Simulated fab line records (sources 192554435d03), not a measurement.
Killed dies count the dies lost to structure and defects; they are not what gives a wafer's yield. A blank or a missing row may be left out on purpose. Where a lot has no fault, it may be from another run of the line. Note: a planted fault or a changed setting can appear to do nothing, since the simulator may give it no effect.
Which tool was responsible?	flow n5Finfet	24 lots, 72 wafers sampled, at 6 steps of a route of 1938

## WHAT THE GAUGES SHOWED, per wafer
Not one reading of a measure or inspect step in the record can be checked against a usual standard deviation.

## TOOL THAT RAN EACH LOT (tool first, then ch and the chambers of the sampled wafers, then the start)
lot	N5_BEOL_M0_STRIP_142	N5_BEOL_M0_ALD_136	N5_BEOL_M0_ANNEAL_119	N5_BEOL_M1_DESCUM_16	N5_BEOL_M1_SPUTTER_86	N5_BEOL_M1_ANNEAL_95
L074	rieDiel-02 ch 0,1,3, day 6 00:45	aldMetal-04 ch 1,2,3, day 6 02:59	rtpAnneal-01 ch 0, day 6 04:08	rieDiel-03 ch 0,1,3, day 6 06:54	pvdSputter-02, day 6 12:16	pvdSputter-02, day 6 13:14
L075	rieDiel-02 ch 2,3, day 6 04:49	aldMetal-02 ch 1,2, day 6 06:45	rtpAnneal-01 ch 0, day 6 07:55	rieDiel-06 ch 0,2,3, day 6 09:49	pvdSputter-03, day 6 18:20	pvdSputter-03, day 6 19:18
L077	rieDiel-02 ch 0,1,3, day 6 15:10	aldMetal-02 ch 1,3, day 6 16:13	rtpAnneal-01 ch 0, day 6 17:37	rieDiel-05 ch 0,1, day 6 19:48	pvdSputter-01, day 6 23:45	pvdSputter-01, day 7 00:43
L076	rieDiel-01 ch 0,2,3, day 6 15:15	aldMetal-01 ch 0,1,2, day 6 16:14	rtpAnneal-02 ch 0, day 6 17:50	rieDiel-05 ch 0,1, day 6 20:17	pvdSputter-02, day 6 23:54	pvdSputter-02, day 7 00:52
L078	rieDiel-04 ch 1,2, day 6 21:57	aldMetal-01 ch 2,3, day 6 22:37	rtpAnneal-01 ch 0, day 7 01:23	rieDiel-03 ch 1,3, day 7 04:37	pvdSputter-02, day 7 10:04	pvdSputter-02, day 7 11:02
L079	rieDiel-04 ch 0,2,3, day 7 01:13	aldMetal-02 ch 1,2,3, day 7 01:44	rtpAnneal-02 ch 0, day 7 02:42	rieDiel-06 ch 0,2,3, day 7 04:52	pvdSputter-03, day 7 14:44	pvdSputter-03, day 7 15:42
L080	rieDiel-04 ch 0,1,3, day 7 03:43	aldMetal-04 ch 0,1,2, day 7 04:32	rtpAnneal-02 ch 0, day 7 07:25	rieDiel-03 ch 0,1,3, day 7 09:41	pvdSputter-02, day 7 17:59	pvdSputter-02, day 7 18:57
L081	rieDiel-04 ch 1,2,3, day 7 13:20	aldMetal-02 ch 0,3, day 7 13:49	rtpAnneal-01 ch 0, day 7 16:29	rieDiel-06 ch 0,1, day 7 20:00	pvdSputter-02, day 8 04:24	pvdSputter-02, day 8 05:22
L082	rieDiel-02 ch 0,1, day 7 22:42	aldMetal-02 ch 0,1,3, day 7 23:25	rtpAnneal-01 ch 0, day 8 00:46	rieDiel-03 ch 1,2,3, day 8 03:37	pvdSputter-03, day 8 09:14	pvdSputter-03, day 8 10:11
L083	rieDiel-04 ch 0,2, day 8 06:13	aldMetal-01 ch 0,1, day 8 07:29	rtpAnneal-02 ch 0, day 8 08:58	rieDiel-05 ch 1,2,3, day 8 11:45	pvdSputter-01, day 8 18:28	pvdSputter-01, day 8 19:25
L084	rieDiel-04 ch 0,1,3, day 8 07:37	aldMetal-04 ch 1,2,3, day 8 08:36	rtpAnneal-01 ch 0, day 8 11:13	rieDiel-03 ch 0,1,3, day 8 16:16	pvdSputter-01, day 8 23:48	pvdSputter-01, day 9 00:46
L086	rieDiel-04 ch 0,2,3, day 8 15:52	aldMetal-01 ch 0,2,3, day 8 16:49	rtpAnneal-01 ch 0, day 8 18:25	rieDiel-06 ch 0,1,3, day 8 20:50	pvdSputter-02, day 9 01:22	pvdSputter-02, day 9 02:20
L085	rieDiel-02 ch 0,2,3, day 8 23:43	aldMetal-01 ch 0,1,2, day 9 02:34	rtpAnneal-02 ch 0, day 9 04:15	rieDiel-03 ch 0,1,3, day 9 07:13	pvdSputter-01, day 9 13:25	pvdSputter-01, day 9 14:22
L087	rieDiel-02 ch 1,2,3, day 9 06:03	aldMetal-04 ch 0,1,3, day 9 07:03	rtpAnneal-02 ch 0, day 9 08:22	rieDiel-03 ch 0,1,3, day 9 12:52	pvdSputter-03, day 9 17:16	pvdSputter-03, day 9 18:14
L088	rieDiel-04 ch 0,2,3, day 9 06:56	aldMetal-02 ch 0,1,3, day 9 07:52	rtpAnneal-01 ch 0, day 9 09:19	rieDiel-05 ch 0,3, day 9 12:56	pvdSputter-03, day 9 19:07	pvdSputter-03, day 9 20:04
L089	rieDiel-02 ch 0,1,2, day 9 15:32	aldMetal-01 ch 0,2, day 9 16:33	rtpAnneal-01 ch 0, day 9 18:23	rieDiel-03 ch 0,1,3, day 9 21:00	pvdSputter-02, day 10 00:29	pvdSputter-02, day 10 01:27
L090	rieDiel-04 ch 1,2, day 10 01:50	aldMetal-02 ch 0,2,3, day 10 02:57	rtpAnneal-02 ch 0, day 10 04:53	rieDiel-05 ch 0,1,3, day 10 08:10	pvdSputter-01, day 10 14:50	pvdSputter-01, day 10 15:48
L092	rieDiel-04 ch 0,1,3, day 10 07:03	aldMetal-01 ch 0,1,2, day 10 07:46	rtpAnneal-01 ch 0, day 10 08:44	rieDiel-05 ch 0,1,3, day 10 10:53	pvdSputter-03, day 10 20:52	pvdSputter-03, day 10 21:50
L091	rieDiel-01 ch 1,3, day 10 07:23	aldMetal-04 ch 1,3, day 10 07:53	rtpAnneal-02 ch 0, day 10 09:13	rieDiel-06 ch 0,2,3, day 10 11:09	pvdSputter-02, day 10 21:49	pvdSputter-02, day 10 22:46
L093	rieDiel-01 ch 0,1,3, day 10 17:01	aldMetal-04 ch 0,1,3, day 10 18:06	rtpAnneal-02 ch 0, day 10 19:33	rieDiel-06 ch 1,2,3, day 10 22:52	pvdSputter-03, day 11 03:32	pvdSputter-03, day 11 04:29
L094	rieDiel-01 ch 0,1, day 10 19:32	aldMetal-02 ch 0,1, day 10 20:17	rtpAnneal-02 ch 0, day 10 21:24	rieDiel-03 ch 0,1,3, day 10 23:19	pvdSputter-01, day 11 03:49	pvdSputter-01, day 11 04:47
L095	rieDiel-01 ch 0,1, day 11 01:52	aldMetal-04 ch 1,3, day 11 02:52	rtpAnneal-02 ch 0, day 11 04:31	rieDiel-05 ch 1,2, day 11 10:47	pvdSputter-03, day 11 23:31	pvdSputter-03, day 12 00:29
L096	rieDiel-04 ch 0,2,3, day 11 13:34	aldMetal-02 ch 0,1,3, day 11 14:30	rtpAnneal-01 ch 0, day 11 16:44	rieDiel-06 ch 1,2,3, day 11 19:05	pvdSputter-01, day 12 02:22	pvdSputter-01, day 12 03:20
L097	rieDiel-02 ch 1,2,3, day 11 19:14	aldMetal-01 ch 0,2,3, day 11 20:41	rtpAnneal-02 ch 0, day 11 22:04	rieDiel-03 ch 0,1, day 12 01:26	pvdSputter-01, day 12 05:39	pvdSputter-01, day 12 06:37
- N5_BEOL_M0_STRIP_142: strips in N2/H2, time 10 s.
- N5_BEOL_M0_ALD_136: deposits TaN, pulse time 2 s, purge time 3 s, co reactant purge time 2 s.
- N5_BEOL_M0_ANNEAL_119: time 90 s.
- N5_BEOL_M1_DESCUM_16: chemistry O2, time 7 s.
- N5_BEOL_M1_SPUTTER_86: material Cu, target thk 4.5 nm, time 8.29 s.
- N5_BEOL_M1_ANNEAL_95: time 240 s.

## AS READ BY THE TOOLS THEMSELVES (means over the sampled wafers that have a number; for cases with no such wafer, the mark the record gives instead)
N5_BEOL_M0_STRIP_142.
lot	tool	drypumpMotorCurrentA (A)	n2FlowSccm (sccm)	oesProductAu (a.u.)	rfVppV (V)	showerheadPlenumPTorr (Torr)	throttleValvePct (%)
L074	rieDiel-02	5.9	200.3	0.81	58.6	2.59	23.7
L075	rieDiel-02	5.9	200.8	0.79	59.4	2.58	23.3
L077	rieDiel-02	6.0	199.6	0.80	59.4	2.59	23.7
L076	rieDiel-01	6.0	200.5	0.74	58.4	2.52	23.8
L078	rieDiel-04	6.2	199.4	0.79	59.3	2.52	23.7
L079	rieDiel-04	5.5	200.3	0.79	58.8	2.58	23.8
L080	rieDiel-04	5.9	199.7	0.83	57.7	2.53	23.6
L081	rieDiel-04	5.7	199.5	0.74	58.7	2.53	23.9
L082	rieDiel-02	6.2	200.1	0.85	60.3	2.57	23.7
L083	rieDiel-04	5.6	200.4	0.76	59.1	2.61	23.7
L084	rieDiel-04	5.9	200.1	0.82	59.3	2.53	23.7
L086	rieDiel-04	5.5	200.3	0.76	59.0	2.57	23.8
L085	rieDiel-02	5.8	199.9	0.76	59.3	2.57	23.6
L087	rieDiel-02	6.0	200.6	0.78	59.8	2.58	23.5
L088	rieDiel-04	5.5	199.8	0.76	59.9	2.57	23.8
L089	rieDiel-02	6.1	200.7	0.80	59.1	2.56	23.7
L090	rieDiel-04	5.8	200.5	0.71	58.4	2.56	23.9
L092	rieDiel-04	5.9	200.6	0.80	58.9	2.52	23.7
L091	rieDiel-01	5.7	199.5	0.83	59.4	2.57	24.1
L093	rieDiel-01	5.8	200.3	0.80	58.2	2.52	24.0
L094	rieDiel-01	5.9	200.5	0.77	58.5	2.46	23.9
L095	rieDiel-01	5.9	200.6	0.76	58.3	2.46	23.9
L096	rieDiel-04	5.5	199.6	0.94	59.4	2.57	23.7
L097	rieDiel-02	6.0	200.1	0.76	59.5	2.57	23.5

N5_BEOL_M0_ALD_136.
lot	tool	heaterPowerW (W)	precursorVesselCarrierSccm (sccm)
L074	aldMetal-04	423	1001.6
L075	aldMetal-02	410	1002.0
L077	aldMetal-02	390	999.1
L076	aldMetal-01	435	1000.4
L078	aldMetal-01	386	998.1
L079	aldMetal-02	390	999.3
L080	aldMetal-04	447	999.2
L081	aldMetal-02	372	1000.5
L082	aldMetal-02	398	998.6
L083	aldMetal-01	451	1001.0
L084	aldMetal-04	424	1002.8
L086	aldMetal-01	397	1002.7
L085	aldMetal-01	437	997.1
L087	aldMetal-04	411	1000.9
L088	aldMetal-02	398	1003.5
L089	aldMetal-01	424	1000.2
L090	aldMetal-02	386	1003.9
L092	aldMetal-01	434	1000.7
L091	aldMetal-04	413	999.9
L093	aldMetal-04	414	999.1
L094	aldMetal-02	403	1000.8
L095	aldMetal-04	393	998.4
L096	aldMetal-02	394	1000.7
L097	aldMetal-01	402	999.2

N5_BEOL_M0_ANNEAL_119.
lot	tool	annealTempCMax	wafer_temp_C_max
L074	rtpAnneal-01	226.1	226.6
L075	rtpAnneal-01	226.3	226.3
L077	rtpAnneal-01	225.8	226.6
L076	rtpAnneal-02	225.3	225.6
L078	rtpAnneal-01	226.4	226.6
L079	rtpAnneal-02	225.7	225.6
L080	rtpAnneal-02	225.8	225.7
L081	rtpAnneal-01	225.7	226.9
L082	rtpAnneal-01	225.9	226.9
L083	rtpAnneal-02	225.7	226.0
L084	rtpAnneal-01	225.9	226.6
L086	rtpAnneal-01	226.2	226.7
L085	rtpAnneal-02	225.6	225.9
L087	rtpAnneal-02	225.7	225.7
L088	rtpAnneal-01	226.3	226.9
L089	rtpAnneal-01	226.2	226.5
L090	rtpAnneal-02	225.5	225.8
L092	rtpAnneal-01	226.0	226.7
L091	rtpAnneal-02	225.5	225.6
L093	rtpAnneal-02	225.4	225.6
L094	rtpAnneal-02	225.6	225.8
L095	rtpAnneal-02	225.9	225.5
L096	rtpAnneal-01	226.2	226.5
L097	rtpAnneal-02	225.7	225.9

N5_BEOL_M1_DESCUM_16.
lot	tool	drypumpMotorCurrentA (A)	oesProductAu (a.u.)	rfFwdPowerW (W)	rfVppV (V)	showerheadPlenumPTorr (Torr)	throttleValvePct (%)
L074	rieDiel-03	5.6	0.73	49.31	242.7	2.05	20.49
L075	rieDiel-06	5.7	0.80	49.40	243.0	2.11	20.58
L077	rieDiel-05	5.7	0.75	49.04	242.5	2.06	20.21
L076	rieDiel-05	5.7	0.75	49.26	242.8	2.06	20.21
L078	rieDiel-03	5.5	0.73	49.52	243.2	2.05	20.49
L079	rieDiel-06	5.7	0.79	49.36	244.1	2.11	20.59
L080	rieDiel-03	5.6	0.72	49.60	242.2	2.05	20.51
L081	rieDiel-06	5.9	0.73	49.27	244.2	2.16	20.65
L082	rieDiel-03	5.7	0.79	49.42	243.2	2.11	20.48
L083	rieDiel-05	5.8	0.83	49.51	243.6	2.13	20.23
L084	rieDiel-03	5.6	0.72	49.67	242.1	2.04	20.52
L086	rieDiel-06	5.8	0.79	49.29	243.2	2.14	20.68
L085	rieDiel-03	5.6	0.72	49.41	241.8	2.04	20.52
L087	rieDiel-03	5.6	0.71	49.55	242.7	2.04	20.54
L088	rieDiel-05	6.0	0.85	49.42	244.3	2.15	20.56
L089	rieDiel-03	5.6	0.71	49.51	243.2	2.04	20.54
L090	rieDiel-05	5.9	0.79	49.35	242.6	2.10	20.42
L092	rieDiel-05	5.9	0.78	49.48	243.9	2.10	20.42
L091	rieDiel-06	5.7	0.78	49.28	244.2	2.10	20.64
L093	rieDiel-06	5.7	0.76	49.32	243.8	2.13	20.62
L094	rieDiel-03	5.6	0.70	49.34	242.3	2.04	20.54
L095	rieDiel-05	5.6	0.79	49.55	243.5	2.09	20.17
L096	rieDiel-06	5.7	0.76	49.26	243.5	2.13	20.62
L097	rieDiel-03	5.9	0.68	49.69	242.1	2.01	20.63

N5_BEOL_M1_SPUTTER_86.
lot	tool	throttleValvePct (%)
L074	pvdSputter-02	30.0
L075	pvdSputter-03	29.9
L077	pvdSputter-01	29.3
L076	pvdSputter-02	29.8
L078	pvdSputter-02	29.9
L079	pvdSputter-03	29.7
L080	pvdSputter-02	28.7
L081	pvdSputter-02	29.5
L082	pvdSputter-03	29.8
L083	pvdSputter-01	30.4
L084	pvdSputter-01	30.3
L086	pvdSputter-02	29.2
L085	pvdSputter-01	29.5
L087	pvdSputter-03	30.2
L088	pvdSputter-03	30.1
L089	pvdSputter-02	29.3
L090	pvdSputter-01	29.6
L092	pvdSputter-03	29.9
L091	pvdSputter-02	28.7
L093	pvdSputter-03	30.0
L094	pvdSputter-01	30.2
L095	pvdSputter-03	29.7
L096	pvdSputter-01	30.3
L097	pvdSputter-01	29.5

N5_BEOL_M1_ANNEAL_95.
lot	tool	heaterPowerW (W)	susceptor_temp_C_max
L074	pvdSputter-02	821	401.3
L075	pvdSputter-03	807	401.0
L077	pvdSputter-01	876	401.2
L076	pvdSputter-02	858	400.7
L078	pvdSputter-02	820	401.7
L079	pvdSputter-03	812	400.6
L080	pvdSputter-02	774	401.2
L081	pvdSputter-02	815	400.8
L082	pvdSputter-03	837	401.2
L083	pvdSputter-01	855	401.1
L084	pvdSputter-01	867	401.1
L086	pvdSputter-02	799	401.2
L085	pvdSputter-01	880	400.7
L087	pvdSputter-03	786	400.5
L088	pvdSputter-03	759	400.9
L089	pvdSputter-02	841	400.9
L090	pvdSputter-01	875	400.9
L092	pvdSputter-03	771	401.1
L091	pvdSputter-02	800	401.2
L093	pvdSputter-03	808	401.0
L094	pvdSputter-01	817	401.3
L095	pvdSputter-03	775	400.9
L096	pvdSputter-01	864	401.0
L097	pvdSputter-01	858	401.0

## THE ANSWER, worked out from the rows above alone
Rule: usual is defined by the lots themselves. The widest of any qualifying gaps counts: lots, ordered by their means at a reading, are off when they make up no more than a third of the lots, leave a main group of 4 or more, and stand apart from it by 3 or more times the standard deviation of that group's means. If all means in a main group match to the digits the tables above print for the reading, that group is not used. Also off: a lot with no number at a reading for which 4 or more lots have one. The other lots that the step has rows for count as sound. The gauges are gone through in route order, then the tools' own readings, and for those a lot's mean is taken as printed above. At the first step where some lot is off, the reading lying furthest off is the one used; lots without a number count as furthest.
No lot is off on any of the readings shown, so nothing can be concluded from this.

## WHAT HAD BEEN PUT IN BY THE SIMULATOR
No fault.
